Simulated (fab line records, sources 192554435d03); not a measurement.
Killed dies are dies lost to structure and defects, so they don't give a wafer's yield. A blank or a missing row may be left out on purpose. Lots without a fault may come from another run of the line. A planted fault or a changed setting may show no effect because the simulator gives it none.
fab line records | flow n5_finfet
record lots=10 wafers=27 last_day=18
route steps=1938 shown SDB@369 HKMG_FIN@399 BEOL_M4@1111 PASSIVATION@1936
lots that met no fault: from a run of the same line without faults
start_h: hours from the record's first day to the start of the lot's first wafer shown | wait_h: hours since the lot's step before | " the same as in the row above | L1.1+2: a row that stands for several wafers | - no value, or no start given | * or withheld: withheld | < > ~ a bound
route shown NAME@n: a module of which the file shows steps, and the number in the route of the first | usual: mean/standard deviation of fault-free wafers | same: alike in all rows | chamber/n: place in a boat | sites: the reading at each site | _std_site: their standard deviation | _edge_site: outer sites' mean less inner sites' | radius_mm: how far each site lies from the wafer's centre | mask NAME#n: copy n | behind: the tool/chamber that last shaped the wafer | hold: why the lot was held/for how many hours/how that ended | device: the transistor (n, p or np) that didn't switch | end of line: the same wafers' tests at the end of the route | a step without rows: its recipe alone | killed: dies lost to structure and defects at the first sort, not the wafer's yield | map: a wafer's dies, x killed, . not, _ none there
set.NAME: the setting as run; set.NAME@STEP: as run at that earlier step | model.NAME: the simulator's own value behind a step, which no gauge read
steps of the route over a sample of lots; a table a step, a row a wafer
services: from which hour (start_h, from the record's first day; less than 0 if before it) a tool's chamber was out of use, for how many hours, and why
## steps
# step N5_SDB_CUT_ETCH_26
# recipe chemistry=HBr/Cl2/O2 target=Si target_depth_a=1296 bt_time_s=20 mask_material=SiNx time_s=51.8 ion_energy_ev=* bias_w=* pressure_mtorr=10 icp_w=800 HBr_flow_sccm=150 Cl2_flow_sccm=80 O2_flow_sccm=12
# usual drypump_motor_current_A=5.7/0.46 oes_product_au=1.004/0.017 throttle_valve_pct=37.1/0.36
# columns lot.wafer tool chamber start_h wait_h drypump_motor_current_A oes_product_au rf_hours_counter_h throttle_valve_pct
L451.1 rie_si-01 3 93.84 0.1 4.8 0.985 91 37.2
L451.3 " 2 " " 5.3 1.015 37 37.6
L451.4 " 3 " " 4.8 0.981 - 37.2
L452.1 rie_si-04 0 100.20 0.1 5.9 1.019 76 37.4
L452.3 " 3 " " 5.3 1.007 180 36.6
L452.4 " 1 " " 5.2 1.004 9 36.8
L453.2 rie_si-04 0 101.77 0.1 5.9 1.016 76 37.4
L453.3 " 1 " " 5.2 0.998 9 36.8
L453.6 " 1 " " 5.2 1.004 - 36.8
L454.5 rie_si-01 1 110.36 0.1 5.8 1.030 - 37.1
L454.6 " 2 " " 5.3 1.013 - 37.6
L455.5 rie_si-03 1 116.44 0.1 6.1 0.990 - 37.8
L455.6 " 0 " " 5.6 0.976 - 36.9
L457.4 rie_si-03 0 129.21 0.1 5.7 0.991 10 36.9
L457.5 " 2 " " 5.9 1.006 - 37.1
L466.2 rie_si-03 1 182.63 0.1 6.2 0.976 142 37.8
L466.3 " 2 " " 5.9 1.008 5 37.1
L466.5 " 0 " " 5.6 0.981 - 36.9
L467.1 rie_si-01 2 186.09 0.1 5.3 1.009 39 37.6
L467.5 " 1 " " 5.8 1.025 - 37.1
L467.6 " 0 " " 6.3 1.009 - 37.1
L468.1 rie_si-04 2 193.25 0.1 5.2 0.994 113 36.8
L468.4 " 1 " " 5.2 1.007 11 36.7
L468.5 " 3 " " 5.3 1.004 - 36.5
L470.2 rie_si-01 0 206.37 0.1 6.4 1.002 36 37.1
L470.3 " 2 " " 5.3 1.013 40 37.6
L470.5 " 1 " " 5.8 1.034 - 37.1
# step N5_HKMG_FIN_OVL_MEAS_50
# recipe points_per_wafer=44
# usual NDIPOLE_OVL=0.3/0.68
# columns lot.wafer tool chamber start_h wait_h NDIPOLE_OVL[nm]
L451.1 overlay-02 0 98.66 0.0 -0.4
L451.3 " 0 " " 0.4
L451.4 " 0 " " -0.1
L452.1 overlay-02 0 105.79 0.0 0.6
L452.3 " 0 " " 0.7
L452.4 " 0 " " 0.8
L453.2 overlay-01 0 108.44 0.0 1.0
L453.3 " 0 " " 1.8
L453.6 " 0 " " 0.3
L454.5 overlay-02 0 115.29 0.0 1.3
L454.6 " 0 " " 1.0
L455.5 overlay-02 0 121.39 0.0 -0.6
L455.6 " 0 " " -0.1
L457.4 overlay-01 0 134.52 0.0 0.4
L457.5 " 0 " " 1.9
L466.2 overlay-01 0 187.51 0.0 -0.7
L466.3 " 0 " " -0.3
L466.5 " 0 " " -0.4
L467.1 overlay-02 0 191.37 0.0 -0.3
L467.5 " 0 " " 0.4
L467.6 " 0 " " -0.8
L468.1 overlay-01 0 197.94 0.0 -1.4
L468.4 " 0 " " -0.1
L468.5 " 0 " " -0.2
L470.2 overlay-01 0 211.05 0.0 0.2
L470.3 " 0 " " -1.4
L470.5 " 0 " " 0.2
# step N5_HKMG_FIN_STRIP_60
# recipe chemistry=N2/H2 power_w=2500 temp_c=300 h2_frac=0.65 time_s=360 pressure_mtorr=withheld n2_flow_sccm=1750 h2_flow_sccm=3250
# usual drypump_motor_current_A=5.60/0.25 heater_power_w=465/26
# columns lot.wafer tool chamber start_h wait_h drypump_motor_current_A heater_power_w rf_hours_counter_h
L451.1 plasma_asher-02 1 99.60 0.0 5.74 441 36
L451.3 " 0 " " 5.38 485 -
L451.4 " 1 " " 5.80 435 -
L452.1 plasma_asher-01 1 106.73 0.0 5.92 438 101
L452.3 " 0 " " 5.37 498 -
L452.4 " 1 " " 5.90 439 -
L453.2 plasma_asher-01 1 109.37 0.0 5.88 443 101
L453.3 " 1 " " 5.86 432 -
L453.6 " 1 " " 5.88 450 -
L454.5 plasma_asher-02 1 116.64 0.3 5.77 440 -
L454.6 " 0 " " 5.40 490 -
L455.5 plasma_asher-02 1 122.57 0.3 5.78 452 -
L455.6 " 0 " " 5.40 480 -
L457.4 plasma_asher-01 1 135.62 0.1 5.88 432 -
L457.5 " 0 " " 5.37 489 -
L466.2 plasma_asher-01 1 188.44 0.0 5.88 434 123
L466.3 " 1 " " 5.86 441 -
L466.5 " 0 " " 5.35 495 -
L467.1 plasma_asher-01 1 192.35 0.0 5.91 439 124
L467.5 " 1 " " 5.88 435 -
L467.6 " 0 " " 5.37 507 -
L468.1 plasma_asher-01 0 198.88 0.0 5.34 489 126
L468.4 " 1 " " 5.86 457 -
L468.5 " 0 " " 5.37 503 -
L470.2 plasma_asher-02 0 212.26 0.0 5.37 485 53
L470.3 " 0 " " 5.37 470 -
L470.5 " 1 " " 5.78 444 -
# step N5_HKMG_FIN_PWFM_ALD_03
# recipe material=TiN target_thk_a=20 temp_c=400 ald_precursor_family=TiCl4 ald_co_reactant=NH3 pulse_time_s=1 purge_time_s=3 co_reactant_purge_time_s=2 co_reactant_pulse_time_s=2 ald_cycles=91 pressure_torr=3
# usual ald_cycles=91/0 heater_power_w=850/75 precursor_pulse_height_rel=1.003/0.022
# columns lot.wafer tool chamber start_h wait_h ald_cycles heater_power_w precursor_pulse_height_rel
L451.1 ald_metal-04 2 101.49 0.0 91 732 0.981
L451.3 " 3 " " 91 954 1.012
L451.4 " 1 " " 91 870 1.023
L452.1 ald_metal-02 0 108.63 0.3 91 836 1.017
L452.3 " 3 " " 91 772 1.020
L452.4 " 0 " " 91 868 0.988
L453.2 ald_metal-01 0 111.12 0.0 91 852 0.980
L453.3 " 3 " " 91 876 1.016
L453.6 " 0 " " 91 853 0.999
L454.5 ald_metal-02 0 118.32 0.3 91 843 1.069
L454.6 " 1 " " 127 829 1.008
L455.5 ald_metal-02 3 124.11 0.3 91 782 0.998
L455.6 " 1 " " 127 810 0.979
L457.4 ald_metal-02 2 137.14 0.0 127 962 1.009
L457.5 " 2 " " 91 938 0.976
L466.2 ald_metal-01 0 190.14 0.0 91 838 1.005
L466.3 " 2 " " 91 775 1.010
L466.5 " 0 " " 91 875 1.022
L467.1 ald_metal-01 3 194.04 0.0 91 865 0.993
L467.5 " 3 " " 91 861 0.983
L467.6 " 0 " " 91 844 1.002
L468.1 ald_metal-02 1 201.12 0.0 91 802 0.998
L468.4 " 3 " " 91 778 0.991
L468.5 " 2 " " 91 991 0.979
L470.2 ald_metal-02 2 213.95 0.0 91 936 1.008
L470.3 " 1 " " 91 791 1.020
L470.5 " 0 " " 91 829 0.992
# step N5_BEOL_M4_RC_MEAS_101
# usual DIBL_N=36.0/1.8 DIBL_P=36.3/2.4 IOFF_N=0.16/0.035 IOFF_P=0.21/0.036 IOFF_P_85C=3.6/0.52 IOFF_P_LIN=0.098/0.013 IOFF_P_LONG=0.000101/8.2e-06 ION_N=673/13 ION_P=461/7.2 SS_N=71.4/0.6 SS_P=73.2/0.7 VT_N=250/4 VT_P=-250.9/2.9 VT_P_LONG=-276.3/2.5 VT_P_LVT=-99.7/2.8
# columns lot.wafer tool chamber start_h wait_h DIBL_N[mV/V] DIBL_P[mV/V] IOFF_N[nA/um] IOFF_P[nA/um] IOFF_P_85C[nA/um] IOFF_P_LIN[nA/um] IOFF_P_LONG[nA/um] ION_N[uA/um] ION_P[uA/um] SS_N[mV/dec] SS_P[mV/dec] VT_N[mV] VT_P[mV] VT_P_LONG[mV] VT_P_LVT[mV]
L451.1 prober-02 0 202.87 0.0 33.9 34.9 0.13 0.17 3.0 0.084 9.4e-05 674 461 70.4 73.2 254 -250.4 -277.8 -100.5
L451.3 " 0 " " 37.5 37.1 0.19 0.20 3.5 0.094 8.8e-05 668 455 72.0 73.4 248 -251.0 -275.5 -99.7
L451.4 " 0 " " 35.4 36.2 0.15 0.19 3.3 0.091 9.1e-05 678 470 71.5 73.2 249 -250.7 -277.8 -99.7
L453.2 prober-01 0 215.20 0.2 35.3 37.0 0.15 0.20 3.5 0.095 9.6e-05 675 464 71.0 73.5 249 -252.4 -279.5 -102.8
L453.3 " 0 " " 35.7 36.7 0.15 0.20 3.4 0.095 0.000103 666 459 71.3 73.3 253 -251.4 -277.9 -102.8
L453.6 " 0 " " 32.9 34.1 0.11 0.16 3.0 0.083 9.9e-05 668 465 71.0 72.7 255 -253.0 -278.3 -104.3
L452.1 prober-02 0 218.00 0.0 32.7 32.6 0.10 0.14 2.7 0.075 0.000107 643 446 70.0 71.9 259 -257.7 -277.8 -103.9
L452.3 " 0 " " 34.2 34.1 0.12 0.16 2.9 0.082 9.5e-05 663 453 71.5 72.7 255 -254.1 -279.9 -102.5
L452.4 " 0 " " 35.7 37.3 0.15 0.20 3.5 0.097 9.5e-05 692 471 71.5 73.3 248 -249.6 -278.6 -98.6
L455.5 prober-01 0 221.44 0.6 38.0 39.6 0.18 0.22 3.9 0.101 9.1e-05 681 464 71.6 74.2 247 -252.3 -282.5 -100.5
L455.6 " 0 " " 40.5 43.6 0.26 0.77 10.8 0.317 0.000165 695 504 72.0 74.2 243 -221.7 -253.6 -69.3
L454.5 prober-02 0 224.07 0.6 36.1 36.2 0.16 0.20 3.6 0.096 0.000102 673 461 71.7 74.1 252 -250.6 -276.8 -99.7
L454.6 " 0 " " 37.2 37.3 0.17 0.59 8.8 0.268 0.000188 667 504 72.3 74.1 253 -219.8 -253.3 -72.4
L457.4 prober-02 0 244.47 0.5 34.5 34.6 0.14 0.47 7.2 0.236 0.000187 669 496 70.8 72.5 249 -225.6 -251.8 -74.3
L457.5 " 0 " " 36.6 37.1 0.19 0.21 3.7 0.100 9.7e-05 683 464 71.7 73.6 244 -253.3 -276.8 -99.2
L466.2 prober-01 0 281.36 0.2 39.2 40.2 0.21 0.26 4.3 0.115 9.6e-05 685 468 71.6 74.1 246 -249.3 -277.0 -96.0
L466.3 " 0 " " 34.6 35.4 0.13 0.18 3.1 0.088 9e-05 673 462 71.3 73.0 254 -252.8 -276.6 -101.4
L466.5 " 0 " " 35.4 35.4 0.13 0.19 3.3 0.093 9.1e-05 662 455 71.5 73.3 254 -252.0 -278.7 -100.6
L467.1 prober-02 0 286.98 0.0 36.0 35.9 0.15 0.20 3.5 0.096 9.6e-05 675 461 71.1 74.0 252 -250.9 -278.5 -99.1
L467.5 " 0 " " 33.0 32.7 0.11 0.16 2.9 0.081 9.6e-05 668 459 70.9 73.1 253 -252.0 -279.0 -101.4
L467.6 " 0 " " 37.4 36.6 0.16 0.21 3.6 0.097 9.9e-05 667 457 71.4 73.7 253 -251.4 -279.6 -99.5
L468.1 prober-01 0 316.37 0.0 36.3 34.9 0.15 0.20 3.5 0.096 0.000106 679 465 71.5 73.1 246 -251.2 -275.0 -100.3
L468.4 " 0 " " 36.6 36.3 0.15 0.22 3.7 0.103 0.000109 671 459 70.9 73.6 249 -251.9 -274.2 -98.5
L468.5 " 0 " " 35.2 33.6 0.13 0.17 3.1 0.087 0.0001 661 450 71.0 71.9 250 -253.3 -277.8 -100.9
L470.2 prober-01 0 318.44 0.2 37.2 37.1 0.16 0.21 3.7 0.100 0.000105 673 457 71.4 73.4 250 -252.4 -276.5 -101.0
L470.3 " 0 " " 37.9 36.6 0.16 0.21 3.6 0.100 0.000108 681 461 72.1 74.0 250 -252.9 -275.7 -102.3
L470.5 " 0 " " 39.3 38.0 0.20 0.25 4.2 0.113 0.000106 687 464 72.2 73.7 247 -246.7 -276.4 -98.5
# step N5_PASSIVATION_PROBE_49
# usual defect_limited_yield=91.2/1.4 killed_at_M0_to_M3=35/11 killed_at_M4_up=14/5.6 killed_at_contacts=12/5.6 killed_at_front_end=38/11 killed_at_other=4/3.4 killed_dies=103/17 killed_open=68/12 killed_short=33/8.8 sort_bin_4_leakage=0.00/0.007 sort_bin_5_function=5.1/0.89 sort_bin_6_memory=3.3/0.71 sort_n_pass=1077/17 sort_yield_pct=91.2/1.4
# same gross_dies=1180 killed_at_back_side=0 sort_bin_8_speed[%]=0
# columns lot.wafer tool chamber start_h wait_h defect_limited_yield[%] killed_at_M0_to_M3 killed_at_M4_up killed_at_contacts killed_at_front_end killed_at_other killed_dies killed_open killed_short sort_bin_4_leakage[%] sort_bin_5_function[%] sort_bin_6_memory[%] sort_n_pass sort_yield_pct[%]
L455.5 prober-02 - 330.21 0.2 93.1 38 12 8 18 5 81 44 35 0 4.2 2.1 1099 93.1
L455.6 prober-02 - 330.26 0.3 91.4 34 16 6 36 10 102 68 33 76.27 5.9 2.7 178 15.1
L454.5 prober-02 - 334.87 0.2 92.1 28 11 14 31 9 93 68 24 0 4.9 2.8 1087 92.1
L454.6 prober-02 - 334.92 0.3 92.8 26 21 10 26 2 85 52 31 30.25 4.5 2.4 738 62.5
L457.4 prober-01 - 352.76 0.2 93.1 30 9 10 32 1 82 57 25 3.14 3.8 3.1 1061 89.9
L457.5 prober-01 - 352.81 0.2 94.9 29 8 3 20 0 60 42 15 0 2.8 2.2 1120 94.9
# killed by level:class
L455.5 BEOL_M0_SAQP:geometric_particle:short=10 BEOL_M0_SAQP:geometric_particle:open=9 BEOL_M4:geometric_particle:open=6 BEOL_M1:geometric_particle:open=5 FIN_SAQP:geometric_particle:short=4 BEOL_M4:geometric_particle:short=4 MOL_CONTACT_COAG:geometric_particle:open=4 MOL_CONTACT_COAG:geometric_particle:short=4
L455.6 FIN_SAQP:geometric_particle:short=12 FIN_SAQP:geometric_particle:open=11 BEOL_M0_SAQP:geometric_particle:open=11 BEOL_M3:geometric_particle:open=10 BEOL_M4:geometric_particle:open=9 MOL_CONTACT_COAG:geometric_particle:open=6 GATE_CUT:geometric_particle:short=4 BEOL_M0_SAQP:geometric_particle:short=4
L454.5 MOL_CONTACT_COAG:geometric_particle:open=11 BEOL_M2:geometric_particle:open=7 FIN_SAQP:geometric_particle:open=6 BEOL_M1:geometric_particle:open=5 BEOL_M3:geometric_particle:open=5 BEOL_M4:geometric_particle:open=5 BEOL_M0_SAQP:geometric_particle:open=4 GATE_CUT:geometric_particle:open=3
L454.6 BEOL_M4:geometric_particle:open=9 MOL_CONTACT_COAG:geometric_particle:open=7 BEOL_M1:geometric_particle:open=7 BEOL_M0:geometric_particle:open=6 BEOL_M2:geometric_particle:open=5 STARTING-WAFER:geometric_particle:open=5 BEOL_M4:geometric_particle:short=4 STARTING-WAFER:geometric_particle:short=4
L457.4 FIN_SAQP:geometric_particle:open=14 BEOL_M2:geometric_particle:open=13 FIN_SAQP:geometric_particle:short=7 MOL_CONTACT_COAG:geometric_particle:open=7 BEOL_M3:geometric_particle:open=6 BEOL_M0_SAQP:geometric_particle:open=4 MOL_CONTACT_COAG:geometric_particle:short=3 BEOL_M4:geometric_particle:open=3
L457.5 BEOL_M2:geometric_particle:open=8 FIN_SAQP:geometric_particle:open=6 BEOL_M0:geometric_particle:open=6 FIN_SAQP:geometric_particle:short=5 BEOL_M3:geometric_particle:open=4 BEOL_M5:geometric_particle:open=3 ILD0:geometric_particle:short=2 GATE_CUT:geometric_particle:short=2
## services
# columns tool chamber start_h hours kind
ald_metal-02 - 71.59 14.6 pm
rie_si-04 0 78.27 18.3 repair
rie_si-01 0 90.11 5.1 repair
ald_metal-02 2 104.32 27.5 repair
ald_metal-01 - 111.61 2.8 pm
rie_si-01 3 125.67 4.9 repair
ald_metal-02 2 152.01 47.3 repair
plasma_asher-02 - 154.00 17.9 repair
ald_metal-02 - 165.23 2.8 pm
ald_metal-01 1 165.80 31.0 repair
ald_metal-02 0 168.46 3.2 repair
plasma_asher-02 - 174.04 0.6 repair
plasma_asher-02 - 180.28 12.1 repair
rie_si-04 2 180.64 10.8 repair
ald_metal-04 0 182.77 30.8 repair
ald_metal-04 2 188.80 22.7 repair
ald_metal-04 3 197.15 26.5 repair
rie_si-01 - 201.32 0.1 repair
plasma_asher-02 - 206.24 2.8 pm
rie_si-01 2 210.47 1.4 repair
## key
first_sign step=N5_HKMG_FIN_PWFM_ALD_03 reading=ald_cycles direction=up sigmas=99+ usual=* struck=*
effect step=N5_BEOL_M4_RC_MEAS_101 reading=IOFF_P_LIN direction=up sigmas=14 usual=0.098 struck=0.274
effect step=N5_BEOL_M4_RC_MEAS_101 reading=IOFF_P direction=up sigmas=11 usual=0.21 struck=0.61
effect step=N5_BEOL_M4_RC_MEAS_101 reading=IOFF_P_85C direction=up sigmas=10 usual=3.6 struck=8.9
effect step=N5_BEOL_M4_RC_MEAS_101 reading=VT_P_LVT direction=up sigmas=9.9 usual=-99.7 struck=-72.0
effect step=N5_BEOL_M4_RC_MEAS_101 reading=VT_P direction=up sigmas=9.8 usual=-250.9 struck=-222.4
effect step=N5_BEOL_M4_RC_MEAS_101 reading=IOFF_P_LONG direction=up sigmas=9.6 usual=0.000101 struck=0.00018
effect step=N5_BEOL_M4_RC_MEAS_101 reading=VT_P_LONG direction=up sigmas=9.4 usual=-276.3 struck=-252.9
effect step=N5_BEOL_M4_RC_MEAS_101 reading=ION_P direction=up sigmas=5.5 usual=461 struck=501
effect step=N5_PASSIVATION_PROBE_49 reading=sort_bin_4_leakage direction=up sigmas=99+ usual=0.00 struck=36.55
met_at N5_HKMG_FIN_PWFM_ALD_03
struck_lots L454,L455,L457
struck_wafers L454.6,L455.6,L457.4
not_acting_at N5_SDB_CUT_ETCH_26,N5_HKMG_FIN_OVL_MEAS_50,N5_HKMG_FIN_STRIP_60
onset_between 108.63 118.32
fault kind=process_parameter_drift tool=ald_metal-02 chamber=- onset_h=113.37 steps=N5_HKMG_FIN_PWFM_ALD_03 channel=ald_cycles offset=* shape=step end_h=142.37 scope=struck_wafers_only acts_in=* stated=*
